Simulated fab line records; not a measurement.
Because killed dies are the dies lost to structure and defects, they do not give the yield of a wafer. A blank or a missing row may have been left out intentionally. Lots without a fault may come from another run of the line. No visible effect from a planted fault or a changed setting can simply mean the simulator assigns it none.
2 desks, one fault | flow nandHarc | every desk sees just its own numbers, and what lay behind them comes last

AT THE METROLOGY DESK
Lot by lot, what the gauges showed, no matter which tool ran the lot: averages of those sampled wafers that carry a number. The brackets show how far a lot's mean lies from the usual mean; more than 4 standard deviations puts the lot out of limits, marked OUT.
Columns: A = overlayXNm at NHARC_A_CHANNEL_HOLE_D2_OVL_MEAS_11, usual -0.1 nm; B = overlayYNm at NHARC_A_CHANNEL_HOLE_D2_OVL_MEAS_11, usual 0.0 nm
lot  | first seen here | A    | B
L630 | day 12 19:09    | -0.2 | -0.9
L631 | day 13 21:55    | 0.3  | -0.8
L632 | day 14 07:29    | -0.8 | 0.0
L633 | day 15 10:20    | 0.9  | -1.6
L642 | day 18 10:17    | 1.1  | -0.2
L643 | day 18 11:57    | -0.2 | -0.5
L646 | day 19 23:47    | -0.6 | -0.3
L644 | day 20 00:16    | -1.0 | -0.8
L648 | day 20 12:29    | -1.1 | 0.2
L650 | day 21 03:17    | 0.1  | -0.3
L649 | day 21 03:30    | -1.2 | 0.4
L651 | day 21 22:25    | 1.3  | 0.6
Result from this desk: across the 12 lots, nothing is out of limits.

DESK OF THE TOOL OWNER: harEtch-02
The tool's own readings at NHARC_A_CHANNEL_HOLE_D2_ETCH_20 (etches the open film in C4F8/O2/Ar, time 361.9 s, target depth 1600 nm): means of the sampled wafers that have a number, for each lot that ran on this tool. The brackets show how far a lot's mean lies from the usual mean; more than 4 standard deviations puts the lot out of limits, marked OUT.
Columns: A = drypumpMotorCurrentA at NHARC_A_CHANNEL_HOLE_D2_ETCH_20, usual 5.27 A; B = mfcArSccm at NHARC_A_CHANNEL_HOLE_D2_ETCH_20, usual 375.2 sccm; C = showerheadPlenumPTorr at NHARC_A_CHANNEL_HOLE_D2_ETCH_20, usual 3.69 Torr; D = throttleValvePct at NHARC_A_CHANNEL_HOLE_D2_ETCH_20, usual 32.154 %
lot  | first seen here | A    | B     | C    | D
L630 | day 12 23:48    | 5.39 | 375.4 | 3.59 | 32.147
L631 | day 14 00:26    | 5.40 | 374.9 | 3.58 | 32.152
L632 | day 14 08:55    | 5.39 | 375.2 | 3.58 | 32.160
L633 | day 15 11:44    | 5.39 | 376.0 | 3.57 | 32.156
L643 | day 18 13:20    | 5.38 | 374.9 | 3.92 | 32.149
L646 | day 20 03:09    | 5.33 | 374.9 | 3.91 | 32.159
L648 | day 20 16:23    | 5.31 | 375.2 | 3.91 | 32.157
L649 | day 21 04:56    | 5.27 | 376.0 | 3.90 | 32.151
L651 | day 22 00:31    | 5.40 | 374.6 | 3.90 | 32.151
Result from this desk: across the 9 lots, nothing is out of limits.

TAKEN TOGETHER
From the metrology desk's view, nothing was out of limits.
The desk of the tool owner found nothing out of limits.

WHAT THE SIMULATOR HAD PUT IN
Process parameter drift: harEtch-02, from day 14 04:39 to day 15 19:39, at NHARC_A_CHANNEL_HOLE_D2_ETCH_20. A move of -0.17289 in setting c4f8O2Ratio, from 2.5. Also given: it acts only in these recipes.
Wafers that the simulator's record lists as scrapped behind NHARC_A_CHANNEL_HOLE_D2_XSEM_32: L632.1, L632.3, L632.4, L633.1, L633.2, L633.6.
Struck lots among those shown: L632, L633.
